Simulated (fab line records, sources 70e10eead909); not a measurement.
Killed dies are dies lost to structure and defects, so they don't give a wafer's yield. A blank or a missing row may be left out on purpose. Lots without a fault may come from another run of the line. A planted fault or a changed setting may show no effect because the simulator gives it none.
Which tool did it? | flow nand_harc | 23 lots, 69 wafers sampled, at 6 steps of a route of 1302

WHAT THE GAUGES READ, wafer by wafer
The record holds no reading of a measuring or inspecting step that can be judged against a usual standard deviation.

WHICH TOOL RAN EACH LOT (tool, then ch and the chambers of the sampled wafers, then the start)
lot  | NHARC_A_STAIRCASE_TRIM_196         | NHARC_A_STAIRCASE_TRIM_224                    | NHARC_A_STAIRCASE_TRIM_229         | NHARC_A_STAIRCASE_HM_DEP_456  | NHARC_A_STAIRCASE_ETCH_273     | NHARC_A_STAIRCASE_STRIP_295
L074 | rie_diel-07 ch 0,1, day 16 01:35   | rie_diel-10 ch 0,2, day 16 05:20 or earlier   | rie_diel-11 ch 0,1,2, day 16 05:20 | acl_dep-02 ch 0, day 16 11:03 | rie_diel-10 ch 2,3, no start   | rie_diel-07 ch 0,1,2, no start
L075 | rie_diel-11 ch 0,1, day 16 01:56   | rie_diel-10 ch 0,2, day 16 06:52 or earlier   | rie_diel-10 ch 0,2,3, day 16 06:52 | acl_dep-02 ch 0, day 16 12:53 | rie_diel-07 ch 2,3, no start   | rie_diel-11 ch 0,2, no start
L076 | rie_diel-07 ch 1,2,3, day 16 06:07 | rie_diel-07 ch 0,3, day 16 09:50 or earlier   | rie_diel-10 ch 0,1, day 16 09:50   | acl_dep-03 ch 0, day 16 15:38 | rie_diel-10 ch 0,2,3, no start | rie_diel-11 ch 0,3, no start
L077 | rie_diel-11 ch 0,1, day 17 11:37   | rie_diel-07 ch 0,1,3, day 17 18:56 or earlier | rie_diel-07 ch 0,1,2, day 17 18:56 | acl_dep-02 ch 0, day 18 00:56 | rie_diel-07 ch 1,2, no start   | rie_diel-11 ch 0,2,3, no start
L078 | rie_diel-11 ch 0,1,3, day 17 16:28 | rie_diel-10 ch 0,1,2, day 17 20:12 or earlier | rie_diel-07 ch 2,3, day 17 20:12   | acl_dep-02 ch 0, day 18 03:05 | rie_diel-11 ch 1,3, no start   | rie_diel-11 ch 2,3, no start
L079 | rie_diel-10 ch 0,2,3, day 17 21:04 | rie_diel-07 ch 0,2,3, day 18 00:56 or earlier | rie_diel-11 ch 0,1,3, day 18 00:56 | acl_dep-03 ch 0, day 18 04:44 | rie_diel-07 ch 0,1,2, no start | rie_diel-10 ch 0,1, no start
L080 | rie_diel-10 ch 2,3, day 18 12:45   | rie_diel-11 ch 0,1,3, day 18 16:25 or earlier | rie_diel-11 ch 0,1, day 18 16:25   | acl_dep-03 ch 0, day 18 22:53 | rie_diel-11 ch 0,1, no start   | rie_diel-10 ch 0,2, no start
L082 | rie_diel-10 ch 0,1,2, day 19 06:01 | rie_diel-10 ch 0,1, day 19 10:32 or earlier   | rie_diel-10 ch 0,3, day 19 10:32   | acl_dep-03 ch 0, day 19 14:44 | rie_diel-07 ch 0,1,2, no start | rie_diel-07 ch 1,2, no start
L081 | rie_diel-07 ch 0,2,3, day 19 06:26 | rie_diel-10 ch 0,2,3, day 19 11:25 or earlier | rie_diel-07 ch 2,3, day 19 11:25   | acl_dep-01 ch 0, day 19 15:17 | rie_diel-11 ch 0,1,2, no start | rie_diel-11 ch 1,2,3, no start
L084 | rie_diel-10 ch 0,1, day 19 17:55   | rie_diel-10 ch 0,1,3, day 19 21:39 or earlier | rie_diel-10 ch 0,3, day 19 21:39   | acl_dep-01 ch 0, day 20 03:33 | rie_diel-11 ch 0,1,2, no start | rie_diel-07 ch 0,1,2, no start
L083 | rie_diel-11 ch 0,2,3, day 19 17:56 | rie_diel-11 ch 0,1,3, day 19 22:37 or earlier | rie_diel-11 ch 0,2,3, day 19 22:37 | acl_dep-03 ch 0, day 20 03:49 | rie_diel-10 ch 0,1,3, no start | rie_diel-10 ch 0,1,2, no start
L085 | rie_diel-07 ch 0,2,3, day 20 08:10 | rie_diel-10 ch 1,2, day 20 12:25 or earlier   | rie_diel-07 ch 0,2,3, day 20 12:25 | acl_dep-02 ch 0, day 20 19:36 | rie_diel-10 ch 1,2, no start   | rie_diel-10 ch 2,3, no start
L086 | rie_diel-11 ch 0,3, day 20 13:40   | rie_diel-10 ch 0,1,3, day 20 20:10 or earlier | rie_diel-10 ch 0,1,3, day 20 20:10 | acl_dep-01 ch 0, day 21 01:40 | rie_diel-07 ch 0,1,2, no start | rie_diel-07 ch 2,3, no start
L088 | rie_diel-11 ch 0,1,3, day 21 17:34 | rie_diel-11 ch 0,3, day 21 21:20 or earlier   | rie_diel-11 ch 0,2,3, day 21 21:20 | acl_dep-01 ch 0, day 22 01:22 | rie_diel-11 ch 0,1,3, no start | rie_diel-10 ch 0,1,2, no start
L087 | rie_diel-07 ch 0,1, day 21 17:44   | rie_diel-10 ch 0,1,2, day 21 21:37 or earlier | rie_diel-07 ch 0,3, day 21 21:37   | acl_dep-02 ch 0, day 22 01:55 | rie_diel-07 ch 0,1,2, no start | rie_diel-10 ch 2,3, no start
L089 | rie_diel-07 ch 1,2,3, day 22 01:46 | rie_diel-10 ch 0,1,2, day 22 05:55 or earlier | rie_diel-10 ch 0,2,3, day 22 05:55 | acl_dep-02 ch 0, day 22 09:47 | rie_diel-10 ch 0,1,2, no start | rie_diel-07 ch 0,1,3, no start
L090 | rie_diel-07 ch 0,1, day 22 20:18   | rie_diel-10 ch 0,2,3, day 23 00:01 or earlier | rie_diel-11 ch 1,2,3, day 23 00:01 | acl_dep-01 ch 0, day 23 04:20 | rie_diel-11 ch 1,2,3, no start | rie_diel-10 ch 0,1,3, no start
L091 | rie_diel-11 ch 0,2,3, day 23 04:26 | rie_diel-07 ch 0,1,3, day 23 08:08 or earlier | rie_diel-07 ch 1,2, day 23 08:08   | acl_dep-03 ch 0, day 23 14:19 | rie_diel-11 ch 2,3, no start   | rie_diel-11 ch 0,3, no start
L092 | rie_diel-07 ch 2,3, day 23 09:56   | rie_diel-07 ch 0,1, day 23 13:41 or earlier   | rie_diel-10 ch 0,1,2, day 23 13:41 | acl_dep-02 ch 0, day 23 20:19 | rie_diel-11 ch 0,3, no start   | rie_diel-11 ch 0,2,3, no start
L093 | rie_diel-10 ch 2,3, day 23 11:03   | rie_diel-07 ch 1,2, day 23 17:40 or earlier   | rie_diel-07 ch 0,1,3, day 23 17:40 | acl_dep-01 ch 0, day 23 21:36 | rie_diel-10 ch 0,1, no start   | rie_diel-11 ch 0,3, no start
L094 | rie_diel-11 ch 1,2,3, day 23 21:22 | rie_diel-07 ch 2,3, day 24 00:54 or earlier   | rie_diel-07 ch 0,1, day 24 00:54   | acl_dep-03 ch 0, day 24 06:19 | rie_diel-10 ch 0,1,2, no start | rie_diel-10 ch 0,1,2, no start
L095 | rie_diel-10 ch 1,2, day 24 15:11   | rie_diel-11 ch 0,1,3, day 24 19:06 or earlier | rie_diel-11 ch 1,2,3, day 24 19:06 | acl_dep-01 ch 0, day 24 22:42 | rie_diel-07 ch 0,1,2, no start | rie_diel-10 ch 0,1, no start
L096 | rie_diel-07 ch 0,3, day 24 22:02   | rie_diel-11 ch 2,3, day 25 01:47 or earlier   | rie_diel-11 ch 0,1,2, day 25 01:47 | acl_dep-01 ch 0, day 25 07:52 | rie_diel-07 ch 1,2,3, no start | rie_diel-10 ch 0,2, no start
- NHARC_A_STAIRCASE_TRIM_196: chemistry O2, time 211.2 s.
- NHARC_A_STAIRCASE_TRIM_224: chemistry O2, time 211.2 s.
- NHARC_A_STAIRCASE_TRIM_229: chemistry O2, time 211.2 s.
- NHARC_A_STAIRCASE_HM_DEP_456: deposits aC, target thk 3100 nm.
- NHARC_A_STAIRCASE_ETCH_273: etches the open film in C4F8/O2/Ar, target depth 10200 nm, time 2468.6 s.
- NHARC_A_STAIRCASE_STRIP_295: strips in O2.

WHAT THE TOOLS THEMSELVES READ (means of the sampled wafers that have a number; where no wafer has one, the mark that the record gives instead)
NHARC_A_STAIRCASE_TRIM_196.
lot  | tool        | drypump_motor_current_A (A) | oes_product_au (a.u.) | rf_vpp_V (V) | showerhead_plenum_p_Torr (Torr) | throttle_valve_pct (%)
L074 | rie_diel-07 | 5.9                         | 1.000                 | 57.7         | 3.52                            | 17.038
L075 | rie_diel-11 | 5.6                         | 1.005                 | 57.9         | 3.70                            | 17.025
L076 | rie_diel-07 | 6.0                         | 0.993                 | 58.5         | 3.45                            | 17.036
L077 | rie_diel-11 | 6.0                         | 1.013                 | 58.7         | 3.65                            | 17.025
L078 | rie_diel-11 | 6.0                         | 1.004                 | 57.5         | 3.65                            | 17.033
L079 | rie_diel-10 | 6.0                         | 1.009                 | 57.9         | 3.45                            | 17.044
L080 | rie_diel-10 | 5.9                         | 1.006                 | 57.5         | 3.48                            | 17.032
L082 | rie_diel-10 | 6.0                         | 1.009                 | 58.2         | 3.58                            | 17.035
L081 | rie_diel-07 | 5.7                         | 1.001                 | 58.0         | 3.41                            | 17.035
L084 | rie_diel-10 | 6.3                         | 1.008                 | 57.3         | 3.46                            | 17.031
L083 | rie_diel-11 | 5.7                         | 1.008                 | 58.6         | 3.58                            | 17.033
L085 | rie_diel-07 | 5.6                         | 1.000                 | 58.5         | 3.40                            | 17.037
L086 | rie_diel-11 | 5.6                         | 1.001                 | 59.1         | 3.69                            | 17.040
L088 | rie_diel-11 | 6.0                         | 1.004                 | 58.6         | 3.64                            | 17.040
L087 | rie_diel-07 | 5.9                         | 0.993                 | 57.9         | 3.50                            | 17.032
L089 | rie_diel-07 | 6.1                         | 0.983                 | 58.2         | 3.43                            | 17.039
L090 | rie_diel-07 | 5.9                         | 1.002                 | 57.8         | 3.49                            | 17.042
L091 | rie_diel-11 | 5.7                         | 1.003                 | 58.4         | 3.56                            | 17.032
L092 | rie_diel-07 | 5.9                         | 0.996                 | 58.0         | 3.40                            | 17.030
L093 | rie_diel-10 | 6.0                         | 1.022                 | 58.3         | 3.63                            | 17.030
L094 | rie_diel-11 | 6.1                         | 1.006                 | 57.9         | 3.51                            | 17.023
L095 | rie_diel-10 | 5.9                         | 1.009                 | 57.9         | 3.53                            | 17.037
L096 | rie_diel-07 | 5.7                         | 0.992                 | 57.4         | 3.44                            | 17.040

NHARC_A_STAIRCASE_TRIM_224.
lot  | tool        | drypump_motor_current_A (A) | oes_product_au (a.u.) | rf_vpp_V (V) | showerhead_plenum_p_Torr (Torr) | throttle_valve_pct (%)
L074 | rie_diel-10 | 6.0                         | 1.012                 | 57.4         | 3.43                            | 17.042
L075 | rie_diel-10 | 5.8                         | 1.015                 | 57.9         | 3.37                            | 17.035
L076 | rie_diel-07 | 5.4                         | 1.001                 | 57.1         | 3.47                            | 17.037
L077 | rie_diel-07 | 5.8                         | 0.993                 | 58.1         | 3.49                            | 17.034
L078 | rie_diel-10 | 6.0                         | 0.997                 | 57.2         | 3.41                            | 17.033
L079 | rie_diel-07 | 5.6                         | 1.000                 | 56.9         | 3.42                            | 17.025
L080 | rie_diel-11 | 6.0                         | 1.010                 | 58.1         | 3.65                            | 17.033
L082 | rie_diel-10 | 6.2                         | 0.996                 | 57.2         | 3.45                            | 17.040
L081 | rie_diel-10 | 6.0                         | 1.007                 | 57.0         | 3.62                            | 17.028
L084 | rie_diel-10 | 6.2                         | 1.009                 | 58.4         | 3.49                            | 17.031
L083 | rie_diel-11 | 6.0                         | 1.010                 | 57.7         | 3.65                            | 17.031
L085 | rie_diel-10 | 5.9                         | 1.000                 | 58.0         | 3.55                            | 17.041
L086 | rie_diel-10 | 6.2                         | 0.997                 | 57.8         | 3.49                            | 17.033
L088 | rie_diel-11 | 6.0                         | 1.001                 | 57.9         | 3.65                            | 17.025
L087 | rie_diel-10 | 6.0                         | 1.009                 | 57.7         | 3.56                            | 17.041
L089 | rie_diel-10 | 6.0                         | 1.010                 | 57.4         | 3.56                            | 17.040
L090 | rie_diel-10 | 6.0                         | 1.011                 | 56.9         | 3.60                            | 17.029
L091 | rie_diel-07 | 5.8                         | 0.998                 | 58.3         | 3.47                            | 17.039
L092 | rie_diel-07 | 5.5                         | 0.999                 | 56.8         | 3.47                            | 17.035
L093 | rie_diel-07 | 6.1                         | 0.999                 | 58.0         | 3.44                            | 17.031
L094 | rie_diel-07 | 6.0                         | 0.990                 | 58.0         | 3.40                            | 17.033
L095 | rie_diel-11 | 6.0                         | 1.004                 | 58.1         | 3.62                            | 17.037
L096 | rie_diel-11 | 6.1                         | 1.001                 | 58.1         | 3.51                            | 17.041

NHARC_A_STAIRCASE_TRIM_229.
lot  | tool        | drypump_motor_current_A (A) | oes_product_au (a.u.) | rf_vpp_V (V) | showerhead_plenum_p_Torr (Torr) | throttle_valve_pct (%)
L074 | rie_diel-11 | 5.7                         | 1.002                 | 58.1         | 3.59                            | 17.038
L075 | rie_diel-10 | 6.0                         | 1.009                 | 58.0         | 3.46                            | 17.044
L076 | rie_diel-10 | 6.2                         | 1.006                 | 57.0         | 3.48                            | 17.035
L077 | rie_diel-07 | 5.7                         | 1.001                 | 57.8         | 3.44                            | 17.035
L078 | rie_diel-07 | 5.9                         | 1.000                 | 58.2         | 3.37                            | 17.037
L079 | rie_diel-11 | 6.0                         | 0.999                 | 58.4         | 3.65                            | 17.040
L080 | rie_diel-11 | 6.0                         | 1.004                 | 58.3         | 3.64                            | 17.030
L082 | rie_diel-10 | 6.2                         | 1.007                 | 57.7         | 3.54                            | 17.032
L081 | rie_diel-07 | 5.9                         | 0.995                 | 57.3         | 3.36                            | 17.037
L084 | rie_diel-10 | 6.3                         | 1.012                 | 57.2         | 3.51                            | 17.042
L083 | rie_diel-11 | 5.7                         | 1.001                 | 57.9         | 3.58                            | 17.039
L085 | rie_diel-07 | 5.7                         | 1.003                 | 57.7         | 3.40                            | 17.038
L086 | rie_diel-10 | 6.2                         | 1.005                 | 57.2         | 3.49                            | 17.033
L088 | rie_diel-11 | 5.7                         | 1.005                 | 57.0         | 3.57                            | 17.030
L087 | rie_diel-07 | 5.4                         | 1.000                 | 57.9         | 3.45                            | 17.023
L089 | rie_diel-10 | 6.0                         | 1.015                 | 57.6         | 3.61                            | 17.034
L090 | rie_diel-11 | 6.1                         | 1.013                 | 58.2         | 3.51                            | 17.035
L091 | rie_diel-07 | 6.1                         | 0.999                 | 57.6         | 3.44                            | 17.044
L092 | rie_diel-10 | 6.0                         | 1.002                 | 57.8         | 3.56                            | 17.038
L093 | rie_diel-07 | 5.8                         | 0.987                 | 57.0         | 3.47                            | 17.035
L094 | rie_diel-07 | 5.9                         | 0.998                 | 57.6         | 3.49                            | 17.037
L095 | rie_diel-11 | 6.1                         | 1.003                 | 57.6         | 3.51                            | 17.036
L096 | rie_diel-11 | 5.7                         | 1.011                 | 57.1         | 3.55                            | 17.038

NHARC_A_STAIRCASE_HM_DEP_456.
lot  | tool       | throttle_valve_pct (%)
L074 | acl_dep-02 | 35.003
L075 | acl_dep-02 | 35.000
L076 | acl_dep-03 | 35.004
L077 | acl_dep-02 | 35.006
L078 | acl_dep-02 | 35.007
L079 | acl_dep-03 | 34.996
L080 | acl_dep-03 | 35.013
L082 | acl_dep-03 | 34.995
L081 | acl_dep-01 | 34.992
L084 | acl_dep-01 | 35.008
L083 | acl_dep-03 | 35.008
L085 | acl_dep-02 | 35.005
L086 | acl_dep-01 | 35.002
L088 | acl_dep-01 | 35.011
L087 | acl_dep-02 | 34.997
L089 | acl_dep-02 | 34.994
L090 | acl_dep-01 | 34.997
L091 | acl_dep-03 | 35.005
L092 | acl_dep-02 | 34.988
L093 | acl_dep-01 | 34.997
L094 | acl_dep-03 | 34.999
L095 | acl_dep-01 | 34.998
L096 | acl_dep-01 | 35.003

NHARC_A_STAIRCASE_ETCH_273.
lot  | tool        | bias_w (W) | oes_product_au (a.u.) | rf_vpp_V (V)
L074 | rie_diel-10 | 2999       | 0.950                 | 1824
L075 | rie_diel-07 | 3002       | 0.931                 | 1816
L076 | rie_diel-10 | 2989       | 0.953                 | 1820
L077 | rie_diel-07 | 2997       | 0.934                 | 1822
L078 | rie_diel-11 | 3002       | 0.942                 | 1832
L079 | rie_diel-07 | 2996       | 0.935                 | 1820
L080 | rie_diel-11 | 2992       | 0.937                 | 1835
L082 | rie_diel-07 | 3007       | 0.923                 | 1819
L081 | rie_diel-11 | 2999       | 0.938                 | 1830
L084 | rie_diel-11 | 3001       | 0.934                 | 1829
L083 | rie_diel-10 | 3006       | 0.939                 | 1824
L085 | rie_diel-10 | 2991       | 0.940                 | 1829
L086 | rie_diel-07 | 3007       | 0.938                 | 1819
L088 | rie_diel-11 | 3004       | 0.952                 | 1834
L087 | rie_diel-07 | 2998       | 0.931                 | 1819
L089 | rie_diel-10 | 3010       | 0.944                 | 1829
L090 | rie_diel-11 | 2997       | 0.939                 | 1825
L091 | rie_diel-11 | 3004       | 0.933                 | 1826
L092 | rie_diel-11 | 3002       | 0.949                 | 1834
L093 | rie_diel-10 | 3003       | 0.937                 | 1820
L094 | rie_diel-10 | 2996       | 0.935                 | 1828
L095 | rie_diel-07 | 2995       | 0.937                 | 1818
L096 | rie_diel-07 | 3002       | 0.926                 | 1818

NHARC_A_STAIRCASE_STRIP_295.
lot  | tool        | drypump_motor_current_A (A) | oes_product_au (a.u.) | rf_vpp_V (V) | showerhead_plenum_p_Torr (Torr) | throttle_valve_pct (%)
L074 | rie_diel-07 | 5.7                         | 0.991                 | 57.9         | 3.44                            | 17.034
L075 | rie_diel-11 | 5.5                         | 1.007                 | 57.9         | 3.51                            | 17.036
L076 | rie_diel-11 | 6.0                         | 1.001                 | 58.0         | 3.67                            | 17.047
L077 | rie_diel-11 | 5.7                         | 1.000                 | 57.7         | 3.58                            | 17.034
L078 | rie_diel-11 | 6.0                         | 1.011                 | 58.2         | 3.54                            | 17.035
L079 | rie_diel-10 | 6.3                         | 0.998                 | 58.0         | 3.47                            | 17.048
L080 | rie_diel-10 | 6.0                         | 1.010                 | 58.5         | 3.59                            | 17.047
L082 | rie_diel-07 | 6.0                         | 0.994                 | 57.6         | 3.38                            | 17.033
L081 | rie_diel-11 | 6.1                         | 1.017                 | 57.4         | 3.53                            | 17.038
L084 | rie_diel-07 | 5.7                         | 0.997                 | 57.2         | 3.43                            | 17.040
L083 | rie_diel-10 | 6.0                         | 1.010                 | 57.5         | 3.57                            | 17.039
L085 | rie_diel-10 | 6.0                         | 1.008                 | 57.6         | 3.64                            | 17.042
L086 | rie_diel-07 | 5.9                         | 0.984                 | 57.3         | 3.41                            | 17.042
L088 | rie_diel-10 | 6.0                         | 1.015                 | 57.8         | 3.56                            | 17.035
L087 | rie_diel-10 | 5.7                         | 1.018                 | 58.6         | 3.71                            | 17.041
L089 | rie_diel-07 | 5.8                         | 0.990                 | 57.6         | 3.47                            | 17.030
L090 | rie_diel-10 | 6.2                         | 1.004                 | 57.2         | 3.47                            | 17.039
L091 | rie_diel-11 | 5.7                         | 1.014                 | 58.5         | 3.68                            | 17.040
L092 | rie_diel-11 | 5.7                         | 1.003                 | 57.9         | 3.56                            | 17.034
L093 | rie_diel-11 | 6.0                         | 1.008                 | 58.3         | 3.64                            | 17.029
L094 | rie_diel-10 | 6.0                         | 1.005                 | 57.7         | 3.55                            | 17.038
L095 | rie_diel-10 | 6.2                         | 1.002                 | 56.9         | 3.44                            | 17.041
L096 | rie_diel-10 | 6.0                         | 1.012                 | 56.7         | 3.57                            | 17.045

THE ANSWER, worked out from the rows above alone
Rule: what is usual is taken from the lots themselves. Put in order of their means at a reading, lots are off if they are a third of the lots or fewer, leave a main group of 4 or more, and stand apart from it by a gap of 3 or more times the standard deviation of the main group's means; of several such gaps the widest counts. A main group whose means are all the same, to the digits that the tables above print for the reading, isn't used. A lot without any number at a reading at which 4 lots or more have one is off too. The other lots that the step has rows for count as sound. The gauges are gone through in route order, then the tools' own readings, and for those a lot's mean is taken as printed above. The first step at which some lot is off is used, and at that step the reading that is off furthest; a lot without a number counts as furthest.
No lot is off at any reading shown: from this, nothing can be told.

WHAT THE SIMULATOR HAD PUT IN
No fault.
